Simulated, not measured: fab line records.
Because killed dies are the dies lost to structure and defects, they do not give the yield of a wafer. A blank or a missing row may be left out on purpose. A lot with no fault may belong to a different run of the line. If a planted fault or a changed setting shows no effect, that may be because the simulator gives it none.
Struck lot and sound lot, side by side	flow nandHarc	13 steps out of a route of 1159
Sound: the wafers L762.2, L762.4, L762.5. Struck: wafer L764.6. The cause is given at the end.
At each step with rows: each side's tool, then ch and its chambers, then its first start. Under that, the readings that differ: sound wafers	struck wafers	difference of the means	sigmas: that difference in standard deviations of wafers without a fault.
alike: same words and numbers on both sides, and readings whose means sit less than 2 such deviations apart. not compared: any withheld reading, any reading some wafer has no value for, any bound like >300 that may hide the same value, and any number with overlapping values for which the record gives no deviation.
Wherever a step has rows on one side only, a row that says differs or no value, or a row with sigmas, the two part there. Numbers that don't overlap but have no deviation are shown without sigmas and don't part them. A reading missing from all wafers of one side parts the sides only when that side holds two or more wafers.

first, 1 step without rows for these wafers: NHARC_A_WL_FILL_ALD_10 (deposits SiO2, target thk 50 nm, pulse time 10 s, ald cycles 500).
NHARC_A_WL_FILL_ETCHBACK_16: etches the open film in C4F8/O2/Ar, target depth 88 nm, time 17.6 s.
  sound: rieDiel-12 ch 1,2; struck: rieDiel-04 ch 2
reading	sound	struck	difference	sigmas
oesProductAu (a.u.)	0.936 0.924 0.920	1.000	+0.073	+3
  alike: rfVppV
  not compared: rfHoursCounterH
NHARC_A_WL_FILL_STRIP_29: strips in O2, time 20 s.
  sound on rieDiel-12 ch 0,1,2, day 16 06:33; struck on rieDiel-04 ch 0, day 16 19:39
reading	sound	struck	difference	sigmas
drypumpMotorCurrentA (A)	6.5 5.6 6.4	5.1	-1.1	-2
  alike: mfcArSccm, o2FlowSccm, oesProductAu, rfVppV, showerheadPlenumPTorr, throttleValvePct
  not compared: rfHoursCounterH
then, 4 steps without rows for these wafers: NHARC_A_WL_FILL_ETCHBACK_17 (etches the open film in Cl2/BCl3, target depth 4 nm, time 26.7 s); NHARC_A_WL_FILL_PRECLEAN_18 (cleans in dHF, time 30 s); NHARC_A_WL_FILL_SRD_21; NHARC_A_WL_FILL_CVD_23 (deposits poly-Si, target thk 40 nm, time 800 s).
NHARC_A_WL_FILL_ETCHBACK_26: etches the open film in HBr, target depth 52 nm, time 13.3 s.
  sound on rieSi-06 ch 1,2,3, day 16 11:55; struck on rieSi-06 ch 1, day 17 00:57
  alike: drypumpMotorCurrentA, oesProductAu, throttleValvePct
  not compared: rfHoursCounterH
then, 2 steps without rows for these wafers: NHARC_A_WL_FILL_PRECLEAN_30 (cleans in dHF, time 10 s); NHARC_A_WL_FILL_SRD_14.
NHARC_A_WL_FILL_ALD_19: deposits TiN, target thk 2 nm, pulse time 3 s, ald cycles 100.
  sound on aldMetal-03 ch 0,3, day 16 12:09; struck on aldMetal-01 ch 3, day 17 01:17
  alike: heaterPowerW, precursorPulseHeightRel
  not compared: sinceWetCleanH
NHARC_A_WL_FILL_CVD_20: deposits W, target thk 75 nm, time 5064 s.
  sound: cvdW-01 ch 0; struck: cvdW-01 ch 0
  alike: heaterPowerW, mfcArSccm, mfcH2Sccm, mfcWf6Sccm, throttleValvePct
  not compared: sinceWetCleanH
NHARC_A_WL_FILL_CMP_12: polishes, t overpolish 30 s, target thk 75 nm.
  sound on cmp-03 ch 2,3, day 16 17:25; struck on cmp-03 ch 3, day 17 12:49
reading	sound	struck	difference	sigmas
timeToEndpointS (s)	15.8 18.0 19.8	8.5	-9.4	-5
  alike: edgeZonePressureFrac, motorCurrentA, overpolishRunS, slurryFlowMlMin

## WHERE THEY PART
Last at NHARC_A_WL_FILL_CMP_12 as far as this record goes, first at NHARC_A_WL_FILL_ETCHBACK_16.

WHY: what had been put in by the simulator
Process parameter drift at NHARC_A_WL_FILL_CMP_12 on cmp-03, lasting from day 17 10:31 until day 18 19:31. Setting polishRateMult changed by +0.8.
